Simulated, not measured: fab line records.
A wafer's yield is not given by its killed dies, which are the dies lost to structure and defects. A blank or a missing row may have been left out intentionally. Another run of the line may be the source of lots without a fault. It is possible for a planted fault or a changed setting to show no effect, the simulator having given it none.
A struck lot beside a sound one + flow n5_finfet + 39 steps out of a route of 1938
Sound: the wafers L901.1, L901.4, L901.6. Struck: wafers L890.1, L890.6 (left out: L890.2, a lot-mate that was not struck); the cause follows at the end.
At each step with rows: each side's tool, then ch and its chambers, then its first start. Under that, the readings that differ: sound wafers + struck wafers + difference of the means + sigmas: that difference in standard deviations of wafers without a fault.
alike: same words and numbers on both sides, and readings whose means sit less than 2 such deviations apart. not compared: any withheld reading, any reading some wafer has no value for, any bound like >300 that may hide the same value, and any number with overlapping values for which the record gives no deviation.
Wherever a step has rows on one side only, a row that says differs or no value, or a row with sigmas, the two part there. Non-overlapping numbers with no deviation appear without sigmas and do not part them. A reading that every wafer of one side lacks parts them only if that side has two wafers or more.

first, 11 steps without rows for these wafers: N5_BEOL_M1_STRIP_65 (strips in N2/H2); N5_BEOL_M1_STRIP_75 (strips in N2/H2); N5_BEOL_M1_STRIP_66 (strips in CF4); N5_BEOL_M1_HM_OPEN_17 (chemistry Cl2/BCl3, target TiN, target depth 20 nm, overetch 6 nm); N5_BEOL_M1_STRIP_19 (strips in O2); N5_BEOL_M1_COAT_67 (time 60 s, resist thk 60 nm); N5_BEOL_M1_COAT_68 (time 60 s, resist thk 12 nm); N5_BEOL_M1_COAT_76 (time 60 s, resist thk 5 nm); N5_BEOL_M1_COAT_22 (resist thk 30 nm); N5_BEOL_M1_EBR_24; N5_BEOL_M1_SOFTBAKE_23 (time 60 s).
N5_BEOL_M1_EXPOSE_25: exposes mask V0, defocus 5 nm, target cd 24 nm.
  sound on euv_scanner-02 ch 0, day 11 13:51; struck on euv_scanner-01 ch 0, day 9 07:17
  alike: mask
then, 2 steps without rows for these wafers: N5_BEOL_M1_PEB_26 (peb time 60 s); N5_BEOL_M1_DEVELOP_27 (develop time 30 s).
N5_BEOL_M1_CD_MEAS_28: target cd y 23.3 nm.
  sound on cd_sem-02 ch 0, day 11 14:00; struck on cd_sem-02 ch 0, day 9 07:25
| reading    | sound             | struck      | difference | sigmas |
|------------|-------------------|-------------|------------|--------|
| cd_nm (nm) | 23.60 23.48 23.63 | 19.24 19.42 | -4.24      | -16    |
then, 8 steps without rows for these wafers: N5_BEOL_M1_DESCUM_33 (chemistry O2, time 7 s); N5_BEOL_M1_ETCH_77 (etches underlayer in N2/H2, target depth 6.5 nm, time 5.2 s); N5_BEOL_M1_ETCH_69 (etches SiARC in CF4, target depth 15.6 nm, time 26 s); N5_BEOL_M1_ALD_98 (deposits SiO2, target thk 2.5 nm, pulse time 1 s, co reactant pulse time 1 s); N5_BEOL_M1_ETCHBACK_99 (etches SiO2 in CHF3, target depth 5 nm, time 10.4 s); N5_BEOL_M1_ETCH_70 (etches SOC in N2/H2, target depth 80 nm, overetch 16 nm, time 120 s); N5_BEOL_M1_STRIP_71 (strips in N2/H2); N5_BEOL_M1_STRIP_78 (strips in N2/H2).
N5_BEOL_M1_VIA_ETCH_34: etches the open film in C4F6/O2, target depth 67.8 nm, time 64.4 s.
  sound on rie_diel-02 ch 0,1,3, day 11 14:51; struck on rie_diel-02 ch 2,3, day 9 12:48
| reading                  | sound          | struck  | difference | sigmas |
|--------------------------|----------------|---------|------------|--------|
| model.BEOL_M1.cd_nm (nm) | 17.6 17.6 18.4 | 14.4 14 | -3.7       |        |
  alike: bias_w, drypump_motor_current_A, oes_product_au, rf_vpp_V, showerhead_plenum_p_Torr, throttle_valve_pct
  not compared: rf_hours_counter_h
then, 13 steps without rows for these wafers: N5_BEOL_M1_STRIP_83 (strips in C4F6/O2); N5_BEOL_M1_STRIP_36 (strips in N2/H2); N5_BEOL_M1_TRENCH_ETCH_37 (etches SiOC in C4F6/O2, target depth 55.207 nm, time 29 s); N5_BEOL_M1_ETCH_41 (etches SiCN in CH3F/O2, target depth 31.9 nm, time 57.8 s); N5_BEOL_M1_STRIP_97 (strips in N2/H2, time 10 s); N5_BEOL_M1_HM_STRIP_39 (strips TiN in peroxide tin strip, target depth 25 nm, time 158 s); N5_BEOL_M1_SRD_40 (time 30 s); N5_BEOL_M1_PRECLEAN_42 (cleans in residue remover, time 60 s); N5_BEOL_M1_SRD_43 (time 30 s); N5_BEOL_M1_DEGAS_44 (time 60 s); N5_BEOL_M1_PRE_CLEAN_45 (time 30 s); N5_BEOL_M1_ALD_84 (deposits TaN, pulse time 2 s, purge time 3 s, co reactant purge time 2 s); N5_BEOL_M1_SURFACE_TREAT_85.
N5_BEOL_M4_RC_MEAS_101:
  the record has rows for the sound wafers here (prober-01 ch 0, day 13 10:34) and none for the struck ones
-- a jump in the record: the struck wafers' starts before and after are 6 days apart (it breaks off in module BEOL_M4 and resumes in module PASSIVATION, where the first step shown is number 1936 of the route) --
N5_PASSIVATION_PROBE_49:
  sound on prober-02 at day 17 20:44; struck on prober-01 at day 15 17:43
| reading                  | sound          | struck    | difference | sigmas |
|--------------------------|----------------|-----------|------------|--------|
| defect_limited_yield (%) | 92.4 91.7 90.6 | 18.2 6.6  | -79.2      | -57    |
| killed_at_M0_to_M3       | 28 32 24       | 907 1024  | +938       | +95    |
| killed_dies              | 90 98 111      | 965 1102  | +934       | +55    |
| killed_on_rim            | 15 15 12       | 94 127    | +96        | +25    |
| sort_bin_5_function (%)  | 5.2 5.1 5.9    | 78.5 88.9 | +78.3      | +78    |
| sort_n_pass              | 1090 1082 1069 | 215 78    | -934       | -55    |
| sort_yield_pct (%)       | 92.4 91.7 90.6 | 18.2 6.6  | -79.2      | -57    |
  alike: killed_at_M4_up, killed_at_contacts, killed_at_front_end, killed_at_other, killed_open, killed_short, sort_bin_6_memory, sort_bin_8_speed

## WHERE THEY PART
At N5_BEOL_M1_CD_MEAS_28 first; at N5_PASSIVATION_PROBE_49 last (within this record only).

WHY: what had been put in by the simulator
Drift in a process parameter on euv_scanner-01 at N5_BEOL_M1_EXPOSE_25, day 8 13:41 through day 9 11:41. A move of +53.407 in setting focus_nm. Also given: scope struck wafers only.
